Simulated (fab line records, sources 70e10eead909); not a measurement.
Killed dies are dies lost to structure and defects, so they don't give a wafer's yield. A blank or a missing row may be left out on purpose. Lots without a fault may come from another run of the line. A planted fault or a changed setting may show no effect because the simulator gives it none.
One fault seen from 2 desks | flow nand_harc | each desk has only its own numbers; what lay behind them comes last

THE METROLOGY DESK
What the gauges read, lot by lot, whatever tool the lot ran on: means of the sampled wafers that have a number. A lot is out of limits, marked OUT, if its mean lies more than 4 standard deviations from the usual mean; the brackets give that distance.
Columns: A = cd_nm at NHARC_P_GATE_CD_MEAS_26, usual 120.0 nm
lot  | first seen here | A
L310 | day 5 11:07     | 119.6
L312 | day 5 16:27     | 120.6
L311 | day 5 16:55     | 120.2
L314 | day 6 17:25     | 120.0
L313 | day 6 17:37     | 120.6
L315 | day 7 11:23     | 119.9
L316 | day 7 11:50     | 119.6
L317 | day 8 00:34     | 119.7
L318 | day 8 07:10     | 119.8
L327 | day 12 01:57    | 105.3 (-23) OUT
L328 | day 12 10:28    | 106.1 (-21) OUT
L330 | day 13 08:11    | 120.8
L331 | day 13 15:22    | 119.1
L333 | day 14 18:17    | 120.4
This desk's finding: out of limits on L327, L328; first on L327, day 12 01:57 (cd_nm at NHARC_P_GATE_CD_MEAS_26). In limits: L310, L312, L311, L314, L313, L315, L316, L317, L318, L330, L331, L333.

THE DEFECT DESK
What the inspections along the route counted, lot by lot: means of the sampled wafers that have a number. A lot is out of limits, marked OUT, if its mean lies more than 4 standard deviations from the usual mean; the brackets give that distance.
Columns: A = raw_defect_count at NHARC_P_STI_INSPECT_11, usual 5.5
lot  | first seen here | A
L310 | day 3 02:47     | 7.0
L311 | day 3 11:02     | 7.0
L312 | day 3 14:58     | 3.3
L313 | day 4 00:37     | 6.0
L314 | day 4 12:58     | 3.0
L315 | day 4 22:04     | 4.7
L316 | day 5 06:19     | 4.7
L317 | day 5 19:05     | 6.7
L318 | day 6 02:48     | 4.3
L327 | day 9 22:46     | 7.0
L328 | day 10 06:18    | 4.0
L330 | day 11 04:30    | 3.0
L331 | day 11 13:41    | 9.3
L333 | day 12 10:28    | 5.0
This desk's finding: nothing out of limits on any of the 14 lots.

PUT TOGETHER
The metrology desk could have raised an alarm at day 12 01:57, on L327, L328.
The defect desk saw nothing out of limits.
The defect desk has L327, L328 on record, within its limits.
Of the lots named, all ran NHARC_P_GATE_PEB_24 on litho_track-04.

WHAT THE SIMULATOR HAD PUT IN
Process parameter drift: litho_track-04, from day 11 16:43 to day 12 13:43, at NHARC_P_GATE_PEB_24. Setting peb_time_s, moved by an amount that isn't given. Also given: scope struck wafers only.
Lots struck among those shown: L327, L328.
Hours from the fault's start to each desk's first reading out of limits: the metrology desk, 9.
